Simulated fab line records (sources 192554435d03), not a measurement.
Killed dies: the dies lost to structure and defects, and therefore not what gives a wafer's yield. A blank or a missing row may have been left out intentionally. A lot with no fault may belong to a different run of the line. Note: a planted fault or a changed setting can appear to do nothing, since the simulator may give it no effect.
fab line records | flow n5Finfet
record lots=10 | wafers=24 | lastDay=17
route steps=1938 shown BEOL_M4@1111 BEOL_M14@1751 PASSIVATION@1936
lots untouched by any fault: they come from a run of this same line in which no faults occurred
startH: hours from the record's first day to the start of the lot's first wafer shown | waitH: how many hours have passed since the lot's step before this one | " repeats the value in the row above | L1.1+2: one row covering several wafers at once | - no value present, or no start provided | * or withheld: withheld | < > ~ a bound
route shown NAME@n: a module of which the file shows steps, and the number in the route of the first | usual: the fault-free wafers' mean and standard deviation | same: alike in all rows | chamber/n: place in a boat | sites: readings site by site | _std_site: their standard deviation | _edge_site: outer sites' mean less inner sites' | radiusMm: for every site, how far away it sits from the centre of the wafer | mask NAME#n: copy n | behind: tool/chamber where the wafer was last shaped | hold: reason for holding the lot/hours on hold/outcome of the hold | device: the transistor (n, p or np) that didn't switch | end of line: the tests these same wafers got at the end of their route | a step given without rows: its recipe and nothing more | killed: the dies lost at the first sort to structure and to defects; this is not the yield of the wafer | map: a wafer's dies, marking killed ones x, the rest . and places with no die _
set.NAME: the setting the step ran with; set.NAME@STEP: the setting that earlier step ran with | model.NAME: the simulator's own value behind a step, which no gauge read
a sample of lots followed through the steps of the route, with each step as a table and each wafer as a row
services: when a tool's chamber went out of use (startH, in hours from the record's first day, below 0 if earlier), for how many hours, and the reason
## steps
# step N5_BEOL_M4_RC_MEAS_101
# usual DIBL_N=36.0/2 | DIBL_P=35.9/2.5 | IOFF_N=0.16/0.038 | IOFF_P=0.21/0.04 | ION_N=675/14 | ION_P=462/9.4 | SS_N=71.5/0.75 | SS_P=73.2/0.74 | VT_N=250/3.9 | VT_P=-251/3.2
lot.wafer | tool      | chamber | startH | waitH | DIBL_N[mV/V] | DIBL_P[mV/V] | IOFF_N[nA/um] | IOFF_P[nA/um] | ION_N[uA/um] | ION_P[uA/um] | SS_N[mV/dec] | SS_P[mV/dec] | VT_N[mV] | VT_P[mV]
L615.4    | prober-01 | 0       | 164.16 | 0.5   | 35.2         | 35.1         | 0.17          | 0.22          | 691          | 472          | 70.9         | 73.1         | 244      | -245
L615.6    | "         | 0       | "      | "     | 36.8         | 35.2         | 0.21          | 0.22          | 694          | 466          | 71.7         | 73.5         | 242      | -246
L616.2    | prober-01 | 0       | 178.60 | 0.2   | 40.0         | 37.8         | 0.23          | 0.28          | 690          | 468          | 72.1         | 74.2         | 242      | -246
L616.5    | "         | 0       | "      | "     | 32.6         | 30.3         | 0.12          | 0.18          | 679          | 474          | 69.8         | 72.2         | 249      | -251
L617.4    | prober-01 | 0       | 182.65 | 0.5   | 36.7         | 37.6         | 0.18          | 0.24          | 670          | 463          | 72.8         | 73.0         | 249      | -249
L617.5    | "         | 0       | "      | "     | 37.8         | 38.4         | 0.21          | 0.24          | 678          | 455          | 73.3         | 74.1         | 250      | -249
L617.6    | "         | 0       | "      | "     | 34.0         | 33.3         | 0.13          | 0.16          | 667          | 459          | 72.2         | 73.1         | 257      | -254
L625.1    | prober-02 | 0       | 249.46 | 0.0   | 33.3         | 33.2         | 0.11          | 0.15          | 661          | 450          | 71.0         | 72.3         | 254      | -255
L625.4    | "         | 0       | "      | "     | 36.6         | 37.3         | 0.16          | 0.19          | 656          | 446          | 72.3         | 74.1         | 253      | -255
L630.2    | prober-01 | 0       | 272.18 | 0.2   | 38.6         | 39.1         | 0.21          | 0.25          | 687          | 462          | 72.5         | 74.8         | 246      | -249
L630.4    | "         | 0       | "      | "     | 34.9         | 34.7         | 0.13          | 0.18          | 658          | 448          | 72.0         | 73.1         | 254      | -253
L630.5    | "         | 0       | "      | "     | 39.8         | 40.8         | 0.25          | 0.29          | 683          | 465          | 72.4         | 74.8         | 242      | -246
L632.1    | prober-02 | 0       | 272.75 | 0.0   | 33.8         | 34.0         | 0.11          | 0.18          | 664          | 460          | 70.7         | 72.6         | 254      | -251
L632.4    | "         | 0       | "      | "     | 41.3         | 42.8         | 0.28          | 0.35          | 705          | 482          | 72.3         | 74.6         | 240      | -243
L632.6    | "         | 0       | "      | "     | 34.4         | 34.7         | 0.13          | 0.19          | 673          | 464          | 70.6         | 72.5         | 252      | -252
L634.2    | prober-01 | 0       | 276.71 | 0.2   | 36.8         | 37.8         | 0.16          | 0.21          | 685          | 465          | 71.4         | 73.6         | 250      | -248
L634.3    | "         | 0       | "      | "     | 31.9         | 32.6         | 0.09          | 0.15          | 660          | 463          | 70.5         | 71.4         | 258      | -256
L634.5    | "         | 0       | "      | "     | 35.9         | 36.6         | 0.15          | 0.20          | 676          | 468          | 71.2         | 72.9         | 251      | -251
L635.5    | prober-01 | 0       | 296.35 | 0.6   | 36.6         | 36.4         | 0.14          | 0.22          | 661          | 458          | 71.7         | 73.2         | 253      | -250
L635.6    | "         | 0       | "      | "     | 37.0         | 37.0         | 0.16          | 0.24          | 672          | 466          | 71.4         | 73.7         | 249      | -249
L636.5    | prober-01 | 0       | 301.39 | 0.6   | 34.7         | 35.0         | 0.12          | 0.17          | 664          | 460          | 71.2         | 72.7         | 254      | -253
L636.6    | "         | 0       | "      | "     | 33.0         | 31.9         | 0.11          | 0.15          | 663          | 464          | 70.9         | 71.9         | 258      | -256
L637.2    | prober-01 | 0       | 311.46 | 0.2   | 38.3         | 37.2         | 0.19          | 0.21          | 689          | 465          | 72.3         | 74.2         | 249      | -253
L637.5    | "         | 0       | "      | "     | 39.1         | 37.9         | 0.21          | 0.22          | 679          | 454          | 73.5         | 73.3         | 246      | -250
# step N5_BEOL_M14_ETCH_68
# recipe chemistry=N2/H2 | target=SOC | maskMaterial=SiARC | sourceW=3000 | biasW=350 | tempC=40 | timeS=450 | ionEnergyEv=200 | pressureMtorr=30 | n2FlowSccm=200 | h2FlowSccm=200
# usual biasW=350.0/1 | chamberPressureMTorr=30.002/0.027 | drypumpMotorCurrentA=5.6/0.45 | n2FlowSccm=199.9/0.61 | oesProductAu=0.80/0.086 | rfVppV=523.2/1.9 | showerheadPlenumPTorr=2.53/0.064 | throttleValvePct=17.88/0.26
lot.wafer | tool       | chamber | startH | waitH | biasW | chamberPressureMTorr | drypumpMotorCurrentA | n2FlowSccm | oesProductAu | rfHoursCounterH | rfVppV | showerheadPlenumPTorr | throttleValvePct
L615.4    | rieDiel-04 | 0       | 231.61 | 0.1   | 350.3 | 30.062               | 4.8                  | 200.5      | 0.82         | -               | 524.3  | 2.53                  | 17.38
L615.6    | "          | 2       | "      | "     | 349.7 | 29.985               | 5.5                  | 201.6      | 0.87         | -               | 521.8  | 2.50                  | 17.95
L617.4    | rieDiel-05 | 1       | 251.82 | 0.1   | 350.5 | 29.969               | 5.3                  | 199.6      | 0.89         | 41              | 524.6  | 2.62                  | 18.12
L617.5    | "          | 0       | "      | "     | 348.9 | 30.010               | 6.0                  | 200.4      | 0.70         | -               | 518.7  | 2.42                  | 17.84
L617.6    | "          | 1       | "      | "     | 349.3 | 30.011               | 5.3                  | 199.7      | 0.89         | -               | 524.4  | 2.62                  | 18.12
L616.2    | rieDiel-05 | 2       | 255.15 | 0.1   | 349.0 | 30.006               | 5.3                  | 200.4      | 0.73         | 140             | 522.7  | 2.57                  | 18.00
L616.5    | "          | 1       | "      | "     | 350.0 | 29.958               | 5.3                  | 200.8      | 0.88         | -               | 524.1  | 2.61                  | 18.13
L625.1    | rieDiel-04 | 3       | 321.47 | 0.1   | 350.4 | 29.951               | 6.3                  | 200.6      | 0.91         | 25              | 524.9  | 2.61                  | 17.67
L625.4    | "          | 1       | "      | "     | 349.5 | 29.953               | 5.3                  | 199.7      | 0.80         | 99              | 521.1  | 2.49                  | 18.21
L630.2    | rieDiel-04 | 2       | 348.12 | 0.1   | 350.3 | 29.998               | 5.5                  | 199.8      | 0.82         | 87              | 522.1  | 2.48                  | 18.01
L630.4    | "          | 1       | "      | "     | 350.6 | 30.044               | 5.2                  | 201.0      | 0.77         | 109             | 521.4  | 2.49                  | 18.21
L630.5    | "          | 0       | "      | "     | 350.0 | 30.029               | 4.8                  | 198.5      | 0.77         | -               | 523.8  | 2.51                  | 17.46
L634.2    | rieDiel-05 | 1       | 352.14 | 0.1   | 347.3 | 29.999               | 5.3                  | 200.3      | 0.82         | 75              | 523.4  | 2.60                  | 18.19
L634.3    | "          | 0       | "      | "     | 348.7 | 30.001               | 6.0                  | 199.7      | 0.66         | 249             | 521.1  | 2.40                  | 17.91
L634.5    | "          | 1       | "      | "     | 348.8 | 29.996               | 5.3                  | 200.9      | 0.84         | -               | 522.6  | 2.60                  | 18.18
L632.1    | rieDiel-04 | 0       | 352.26 | 0.1   | 348.9 | 29.996               | 4.8                  | 200.0      | 0.77         | 138             | 523.1  | 2.51                  | 17.47
L632.4    | "          | 1       | "      | "     | 350.0 | 30.037               | 5.3                  | 200.0      | 0.78         | 110             | 522.7  | 2.49                  | 18.21
L632.6    | "          | 1       | "      | "     | 350.1 | 29.974               | 5.3                  | 200.6      | 0.77         | -               | 521.3  | 2.48                  | 18.22
L635.5    | rieDiel-04 | 3       | 373.06 | 0.1   | 349.6 | 29.978               | 6.3                  | 201.3      | 0.88         | -               | 525.3  | 2.60                  | 17.71
L635.6    | "          | 0       | "      | "     | 350.4 | 29.985               | 4.8                  | 201.0      | 0.78         | -               | 523.8  | 2.51                  | 17.47
L636.5    | rieDiel-05 | 3       | 377.04 | 0.1   | 351.7 | 30.032               | 5.8                  | 199.7      | 0.66         | -               | 522.7  | 2.49                  | 18.13
L636.6    | "          | 2       | "      | "     | 351.3 | 29.967               | 5.3                  | 199.9      | 0.70         | -               | 523.9  | 2.55                  | 18.09
L637.2    | rieDiel-05 | 2       | 388.30 | 0.1   | 350.8 | 29.996               | 5.3                  | 200.2      | 0.69         | 186             | 523.7  | 2.55                  | 18.11
L637.5    | "          | 0       | "      | "     | 350.0 | 29.997               | 6.0                  | 200.2      | 0.97         | -               | 529.1  | 2.72                  | 17.41
# step N5_BEOL_M14_TRENCH_ETCH_34
# recipe chemistry=C4F8/O2/Ar | target=SiO2 | targetDepthA=5566.5 | maskMaterial=SOC | heInnerTorr=15 | heOuterTorr=30 | timeS=126.9 | ionEnergyEv=800 | pressureMtorr=20 | sourceW=1905 | biasW=2040 | Ar_flow_sccm=400 | C4F8_flow_sccm=16 | O2_flow_sccm=12
# usual C4F8_flow_sccm=16.00/0.046 | O2_flow_sccm=12.01/0.038 | biasW=2041/5.6 | drypumpMotorCurrentA=5.6/0.45 | heOuterTorr=30.00/0.053 | oesProductAu=0.80/0.093 | rfVppV=2214/48 | showerheadPlenumPTorr=3.41/0.084 | throttleValvePct=31.00/0.27
lot.wafer | tool       | chamber | startH | waitH | C4F8_flow_sccm | O2_flow_sccm | biasW | drypumpMotorCurrentA | heOuterTorr | oesProductAu | rfHoursCounterH | rfVppV | showerheadPlenumPTorr | throttleValvePct
L615.4    | rieDiel-04 | 0       | 231.81 | 0.1   | 16.00          | 12.06        | 2027  | 4.8                  | 30.03       | 0.83         | -               | 2257   | 3.47                  | 30.96
L615.6    | "          | 2       | "      | "     | 16.05          | 12.03        | 2053  | 5.5                  | 30.00       | 0.88         | -               | 2201   | 3.33                  | 30.95
L617.4    | rieDiel-05 | 1       | 252.10 | 0.0   | 15.91          | 12.00        | 2044  | 5.3                  | 30.03       | 0.88         | 42              | 2143   | 3.51                  | 31.47
L617.5    | "          | 0       | "      | "     | 16.04          | 12.01        | 2043  | 6.0                  | 30.02       | 0.68         | -               | 2160   | 3.25                  | 30.72
L617.6    | "          | 1       | "      | "     | 16.06          | 11.97        | 2031  | 5.3                  | 29.93       | 0.89         | -               | 2144   | 3.51                  | 31.48
L616.2    | rieDiel-05 | 2       | 255.43 | 0.0   | 15.95          | 12.01        | 2039  | 5.3                  | 30.04       | 0.72         | 140             | 2198   | 3.43                  | 30.93
L616.5    | "          | 1       | "      | "     | 16.03          | 11.95        | 2034  | 5.3                  | 30.00       | 0.88         | -               | 2142   | 3.51                  | 31.44
L625.1    | rieDiel-04 | 3       | 321.74 | 0.0   | 16.02          | 12.01        | 2045  | 6.3                  | 30.00       | 0.91         | 25              | 2271   | 3.49                  | 30.71
L625.4    | "          | 1       | "      | "     | 15.98          | 11.96        | 2033  | 5.3                  | 30.07       | 0.80         | 99              | 2253   | 3.35                  | 31.32
L630.2    | rieDiel-04 | 2       | 348.39 | 0.0   | 15.95          | 12.05        | 2043  | 5.5                  | 30.10       | 0.82         | 87              | 2199   | 3.30                  | 30.98
L630.4    | "          | 1       | "      | "     | 16.02          | 11.99        | 2047  | 5.3                  | 29.99       | 0.78         | 109             | 2251   | 3.35                  | 31.32
L630.5    | "          | 0       | "      | "     | 15.99          | 12.03        | 2046  | 4.8                  | 30.07       | 0.78         | -               | 2253   | 3.45                  | 31.00
L634.2    | rieDiel-05 | 1       | 352.41 | 0.0   | 16.03          | 12.00        | 2047  | 5.3                  | 30.03       | 0.84         | 75              | 2142   | 3.50                  | 31.50
L634.3    | "          | 0       | "      | "     | 15.94          | 11.99        | 2042  | 6.0                  | 30.06       | 0.66         | 249             | 2158   | 3.23                  | 30.74
L634.5    | "          | 1       | "      | "     | 15.95          | 12.07        | 2044  | 5.3                  | 30.02       | 0.84         | -               | 2142   | 3.49                  | 31.49
L632.1    | rieDiel-04 | 0       | 352.54 | 0.0   | 16.04          | 12.02        | 2042  | 4.8                  | 29.90       | 0.78         | 138             | 2256   | 3.45                  | 31.01
L632.4    | "          | 1       | "      | "     | 16.01          | 12.05        | 2043  | 5.3                  | 29.92       | 0.78         | 111             | 2252   | 3.34                  | 31.31
L632.6    | "          | 1       | "      | "     | 15.91          | 12.05        | 2046  | 5.3                  | 30.03       | 0.77         | -               | 2252   | 3.34                  | 31.31
L635.5    | rieDiel-04 | 3       | 373.26 | 0.1   | 16.05          | 12.01        | 2041  | 6.3                  | 29.94       | 0.89         | -               | 2270   | 3.48                  | 30.74
L635.6    | "          | 0       | "      | "     | 15.98          | 11.96        | 2047  | 4.8                  | 30.03       | 0.78         | -               | 2255   | 3.44                  | 31.02
L636.5    | rieDiel-05 | 3       | 377.23 | 0.1   | 16.00          | 11.99        | 2040  | 5.9                  | 29.96       | 0.66         | -               | 2191   | 3.39                  | 31.25
L636.6    | "          | 2       | "      | "     | 15.99          | 11.97        | 2045  | 5.3                  | 29.92       | 0.69         | -               | 2195   | 3.41                  | 30.97
L637.2    | rieDiel-05 | 2       | 388.57 | 0.0   | 15.96          | 12.10        | 2040  | 5.3                  | 30.03       | 0.69         | 186             | 2195   | 3.40                  | 30.98
L637.5    | "          | 0       | "      | "     | 16.05          | 11.96        | 2038  | 6.0                  | 29.95       | 0.95         | -               | 2194   | 3.62                  | 30.33
# step N5_BEOL_M14_ETCH_38
# recipe chemistry=CF4/N2 | target=SiCN | targetDepthA=1065 | taperDeg=2 | timeS=120.6 | ionEnergyEv=150 | maskMaterial=SiO2 | pressureMtorr=40 | sourceW=430 | biasW=70 | Ar_flow_sccm=100 | cf4FlowSccm=60 | n2FlowSccm=60
# usual biasW=69.97/0.23 | cf4FlowSccm=60.00/0.19 | drypumpMotorCurrentA=5.6/0.42 | n2FlowSccm=59.98/0.17 | oesProductAu=0.80/0.087 | rfVppV=382.0/1.4 | showerheadPlenumPTorr=2.19/0.049 | throttleValvePct=15.48/0.19
lot.wafer | tool       | chamber | startH | waitH | biasW | cf4FlowSccm | drypumpMotorCurrentA | n2FlowSccm | oesProductAu | rfHoursCounterH | rfVppV | showerheadPlenumPTorr | throttleValvePct
L615.4    | rieDiel-05 | 0       | 232.02 | -     | 69.78 | 59.92       | 6.0                  | 59.98      | 0.69         | 204             | 380.6  | 2.09                  | 15.57
L615.6    | "          | 0       | "      | "     | 69.71 | 59.88       | 6.0                  | 59.81      | 0.69         | -               | 381.8  | 2.09                  | 15.56
L617.4    | rieDiel-05 | 3       | 254.26 | -     | 70.31 | 60.21       | 5.8                  | 59.54      | 0.69         | 203             | 381.1  | 2.19                  | 15.85
L617.5    | "          | 0       | "      | "     | 69.86 | 60.01       | 6.0                  | 60.02      | 0.69         | -               | 380.4  | 2.09                  | 15.58
L617.6    | "          | 1       | "      | "     | 69.76 | 59.56       | 5.3                  | 59.90      | 0.88         | -               | 381.9  | 2.25                  | 15.50
L616.2    | rieDiel-05 | 1       | 256.30 | -     | 69.76 | 59.96       | 5.3                  | 59.58      | 0.89         | 43              | 382.6  | 2.25                  | 15.51
L616.5    | "          | 3       | "      | "     | 70.13 | 60.00       | 5.8                  | 60.24      | 0.69         | -               | 381.4  | 2.19                  | 15.87
L625.1    | rieDiel-05 | 0       | 322.99 | -     | 69.73 | 60.13       | 6.0                  | 60.08      | 0.66         | 236             | 379.7  | 2.08                  | 15.62
L625.4    | "          | 1       | "      | "     | 69.83 | 60.49       | 5.3                  | 59.91      | 0.84         | 66              | 382.9  | 2.24                  | 15.56
L630.2    | rieDiel-04 | 2       | 351.19 | -     | -     | -           | -                    | -          | -            | -               | -      | -                     | -
L630.4    | "          | 3       | "      | "     | -     | -           | -                    | -          | -            | -               | -      | -                     | -
L630.5    | "          | 2       | "      | "     | -     | -           | -                    | -          | -            | -               | -      | -                     | -
L634.2    | rieDiel-03 | 3       | 354.71 | -     | 69.99 | 60.10       | 5.5                  | 60.18      | 0.84         | 84              | 382.2  | 2.23                  | 15.44
L634.3    | "          | 2       | "      | "     | 70.04 | 60.18       | 5.4                  | 59.89      | 0.92         | 41              | 383.7  | 2.23                  | 15.33
L634.5    | "          | 3       | "      | "     | 70.28 | 60.28       | 5.5                  | 60.13      | 0.84         | -               | 382.9  | 2.23                  | 15.44
L632.1    | rieDiel-05 | 0       | 354.75 | -     | -     | -           | -                    | -          | -            | -               | -      | -                     | -
L632.4    | "          | 2       | "      | "     | -     | -           | -                    | -          | -            | -               | -      | -                     | -
L632.6    | "          | 1       | "      | "     | -     | -           | -                    | -          | -            | -               | -      | -                     | -
L635.5    | rieDiel-04 | 3       | 373.50 | -     | 70.07 | 59.90       | 6.2                  | 59.74      | 0.89         | -               | 383.8  | 2.23                  | 15.14
L635.6    | "          | 0       | "      | "     | 69.79 | 60.09       | 4.8                  | 59.82      | 0.78         | -               | 382.1  | 2.20                  | 15.39
L636.5    | rieDiel-05 | 1       | 377.48 | -     | 69.75 | 60.08       | 5.3                  | 60.18      | 0.82         | -               | 382.8  | 2.24                  | 15.59
L636.6    | "          | 3       | "      | "     | 70.00 | 60.05       | 5.8                  | 60.00      | 0.66         | -               | 381.3  | 2.18                  | 15.95
L637.2    | rieDiel-03 | 2       | 392.83 | -     | 70.21 | 59.79       | 5.3                  | 59.85      | 0.89         | 55              | 385.5  | 2.23                  | 15.37
L637.5    | "          | 3       | "      | "     | 70.16 | 60.27       | 5.4                  | 60.08      | 0.83         | -               | 382.2  | 2.23                  | 15.49
# step N5_BEOL_M14_DEGAS_41
# recipe ambient=vacuum | tempC=300 | timeS=60
# usual heaterPowerW=464/32
lot.wafer | tool          | chamber | startH | waitH | heaterPowerW
L615.4    | pvdSputter-01 | -       | 233.84 | 1.6   | 422
L615.6    | "             | -       | "      | "     | 504
L617.4    | pvdSputter-03 | -       | 255.09 | 0.6   | 462
L617.5    | "             | -       | "      | "     | 444
L617.6    | "             | -       | "      | "     | 489
L616.2    | pvdSputter-03 | -       | 256.89 | 0.4   | 490
L616.5    | "             | -       | "      | "     | 499
L625.1    | pvdSputter-02 | -       | 323.45 | 0.3   | 516
L625.4    | "             | -       | "      | "     | 400
L630.2    | pvdSputter-03 | -       | 351.68 | 0.3   | 467
L630.4    | "             | -       | "      | "     | 502
L630.5    | "             | -       | "      | "     | 476
L634.2    | pvdSputter-03 | -       | 355.20 | 0.3   | 445
L634.3    | "             | -       | "      | "     | 476
L634.5    | "             | -       | "      | "     | 444
L632.1    | pvdSputter-01 | -       | 355.23 | 0.3   | 423
L632.4    | "             | -       | "      | "     | 500
L632.6    | "             | -       | "      | "     | 484
L635.5    | pvdSputter-03 | -       | 373.90 | 0.3   | 452
L635.6    | "             | -       | "      | "     | 512
L636.5    | pvdSputter-03 | -       | 378.09 | 0.5   | 466
L636.6    | "             | -       | "      | "     | 493
L637.2    | pvdSputter-03 | -       | 393.39 | 0.4   | 503
L637.5    | "             | -       | "      | "     | 496
# step N5_PASSIVATION_PROBE_49
# usual defectLimitedYield=91.3/1.5 | killed_at_M0_to_M3=33/12 | killed_at_M4_up=15/5.2 | killedAtContacts=12/5.1 | killedAtFrontEnd=39/11 | killedAtOther=5/3.6 | killedDies=103/18 | killedOnRim=14/4.3 | killedOpen=67/13 | killedShort=33/7.8 | sort_bin_5_function=5.1/0.96 | sort_bin_6_memory=3.2/0.71 | sortNPass=1077/18 | sortYieldPct=91.3/1.5
# same grossDies=1180 | killedAtBackSide=0 | sort_bin_4_leakage[%]=0 | sort_bin_8_speed[%]=0
lot.wafer | tool      | chamber | startH | waitH | defectLimitedYield[%] | killed_at_M0_to_M3 | killed_at_M4_up | killedAtContacts | killedAtFrontEnd | killedAtOther | killedDies | killedOnRim | killedOpen | killedShort | sort_bin_5_function[%] | sort_bin_6_memory[%] | sortNPass | sortYieldPct[%]
L630.2    | prober-02 | -       | 378.16 | 0.1   | 0                     | 19                 | 1137            | 12               | 9                | 3             | 1180       | 152         | 36         | 18          | 98.4                   | 1.6                  | 0         | 0
L630.4    | prober-02 | -       | 378.26 | 0.2   | 0                     | 21                 | 1128            | 6                | 22               | 3             | 1180       | 152         | 43         | 20          | 97.9                   | 1.9                  | 0         | 0
L630.5    | prober-02 | -       | 378.31 | 0.2   | 0                     | 16                 | 1120            | 7                | 32               | 5             | 1180       | 152         | 54         | 22          | 97.5                   | 2.4                  | 0         | 0
L632.1    | prober-01 | -       | 383.32 | 0.1   | 0                     | 33                 | 1105            | 8                | 32               | 2             | 1180       | 152         | 57         | 28          | 96.9                   | 2.6                  | 0         | 0
L632.4    | prober-01 | -       | 383.47 | 0.2   | 0                     | 43                 | 1081            | 7                | 47               | 2             | 1180       | 152         | 68         | 46          | 95.5                   | 3.9                  | 0         | 0
L632.6    | prober-01 | -       | 383.57 | 0.3   | 0                     | 35                 | 1107            | 5                | 32               | 1             | 1180       | 152         | 65         | 27          | 97.0                   | 2.8                  | 0         | 0
L635.5    | prober-02 | -       | 397.65 | 0.2   | 90.7                  | 37                 | 16              | 5                | 49               | 3             | 110        | 12          | 71         | 35          | 5.8                    | 3.1                  | 1070      | 90.7
L635.6    | prober-02 | -       | 397.70 | 0.3   | 90.9                  | 25                 | 17              | 10               | 51               | 4             | 107        | 13          | 60         | 38          | 4.8                    | 3.2                  | 1073      | 90.9
# killed by level:class
L630.2 BEOL_M14:areaEtch=1125 MOL_CONTACT_COAG:geometricParticle:open=10 BEOL_M0_SAQP:geometricParticle:short=5 BEOL_M3:geometricParticle:open=5 BEOL_M4:geometricParticle:open=4 BEOL_M1:geometricParticle:open=3 BEOL_M1:geometricParticle:short=2 GATE_CUT:geometricParticle:short=2
L630.4 BEOL_M14:areaEtch=1115 STI_FIN_REVEAL:geometricParticle:open=5 MOL_CONTACT_COAG:geometricParticle:open=5 BEOL_M1:geometricParticle:open=5 GATE_CUT:geometricParticle:open=4 BEOL_M0_SAQP:geometricParticle:open=4 BEOL_M0_SAQP:geometricParticle:short=4 GATE_CUT:geometricParticle:short=3
L630.5 BEOL_M14:areaEtch=1104 GATE_CUT:geometricParticle:open=9 FIN_SAQP:geometricParticle:open=6 GATE_CUT:geometricParticle:short=6 STI_FIN_REVEAL:geometricParticle:open=5 MOL_CONTACT_COAG:geometricParticle:open=5 BEOL_M3:geometricParticle:open=5 BEOL_M4:geometricParticle:open=4
L632.1 BEOL_M14:areaEtch=1092 STI_FIN_REVEAL:geometricParticle:open=10 BEOL_M0_SAQP:geometricParticle:short=8 MOL_CONTACT_COAG:geometricParticle:open=6 BEOL_M0_SAQP:geometricParticle:open=5 BEOL_M3:geometricParticle:open=5 BEOL_M2:geometricParticle:open=5 FIN_SAQP:geometricParticle:short=4
L632.4 BEOL_M14:areaEtch=1066 FIN_SAQP:geometricParticle:open=15 FIN_SAQP:geometricParticle:short=12 BEOL_M0_SAQP:geometricParticle:open=10 BEOL_M0_SAQP:geometricParticle:short=9 BEOL_M5:geometricParticle:open=8 BEOL_M3:geometricParticle:open=8 STI_FIN_REVEAL:geometricParticle:open=6
L632.6 BEOL_M14:areaEtch=1087 BEOL_M0_SAQP:geometricParticle:open=10 BEOL_M3:geometricParticle:open=10 FIN_SAQP:geometricParticle:open=9 FIN_SAQP:geometricParticle:short=9 BEOL_M4:geometricParticle:open=7 BEOL_M0_SAQP:geometricParticle:short=5 BEOL_M5:geometricParticle:open=5
L635.5 GATE_CUT:geometricParticle:short=11 STI_FIN_REVEAL:geometricParticle:open=10 FIN_SAQP:geometricParticle:short=8 BEOL_M0_SAQP:geometricParticle:open=8 BEOL_M3:geometricParticle:open=8 BEOL_M0_SAQP:geometricParticle:short=7 BEOL_M2:geometricParticle:open=7 DUMMY_GATE:geometricParticle:open=6
L635.6 FIN_SAQP:geometricParticle:short=10 FIN_SAQP:geometricParticle:open=9 BEOL_M2:geometricParticle:open=9 MOL_CONTACT_COAG:geometricParticle:open=8 STI_FIN_REVEAL:geometricParticle:open=6 GATE_CUT:geometricParticle:short=6 BEOL_M3:geometricParticle:open=6 HKMG_FIN:areaEtch=6
## services
tool          | chamber | startH | hours | kind
rieDiel-04    | 3       | 229.79 | -     | clean
rieDiel-04    | 3       | 229.79 | -     | consumableReplace:focusRing
rieDiel-04    | 3       | 229.79 | 18.8  | scheduledDown
rieDiel-05    | 3       | 257.16 | 2.8   | repair
rieDiel-04    | 2       | 277.62 | 3.7   | repair
pvdSputter-01 | -       | 301.73 | 2.1   | repair
pvdSputter-01 | -       | 310.66 | 1.0   | repair
rieDiel-05    | -       | 312.87 | 0.5   | repair
rieDiel-05    | -       | 314.04 | 0.3   | repair
pvdSputter-01 | -       | 328.15 | 1.8   | repair
rieDiel-03    | 3       | 328.53 | 19.9  | repair
rieDiel-05    | 1       | 338.88 | 7.3   | repair
rieDiel-05    | 2       | 346.91 | 6.7   | repair
rieDiel-05    | 0       | 355.48 | -     | clean
rieDiel-05    | 0       | 355.48 | -     | consumableReplace:focusRing
rieDiel-05    | 0       | 355.48 | -     | consumableReplace:showerhead
rieDiel-05    | 0       | 355.48 | 24.1  | scheduledDown
rieDiel-05    | 0       | 355.48 | 24.1  | ventCycle
rieDiel-04    | 3       | 384.80 | 2.1   | repair
rieDiel-03    | 0       | 384.97 | 14.7  | repair
rieDiel-05    | 3       | 385.29 | -     | clean
rieDiel-05    | 3       | 385.29 | -     | consumableReplace:focusRing
rieDiel-05    | 3       | 385.29 | 14.3  | scheduledDown
rieDiel-05    | 3       | 385.29 | 14.3  | ventCycle
## key
firstSign step=N5_BEOL_M14_ETCH_38 | reading=toolRecord | direction=missing
effect step=N5_PASSIVATION_PROBE_49 | reading=killed_at_M4_up | direction=up | sigmas=99+ | usual=15 | struck=1113
moreKillsBornAt N5_BEOL_M14_ETCH_38@rieDiel-04=3344 | N5_BEOL_M14_ETCH_38@rieDiel-05=3245
metAt N5_BEOL_M14_ETCH_38
struckLots L630,L632
laterRowsLeftOut L630.2,L630.4,L630.5,L632.1,L632.4,L632.6
notActingAt N5_BEOL_M14_ETCH_68,N5_BEOL_M14_TRENCH_ETCH_34,N5_BEOL_M14_DEGAS_41
onsetBetween 322.99 351.19
fault kind=skippedStepWhole | tool=rieDiel-04,rieDiel-05 | chamber=- | onsetH=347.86 | steps=N5_BEOL_M14_ETCH_38 | scope=struckLotsOnly
# laterRowsLeftOut: the simulator's readings of these wafers behind a module that went badly wrong aren't trusted and aren't shown, but for the sort
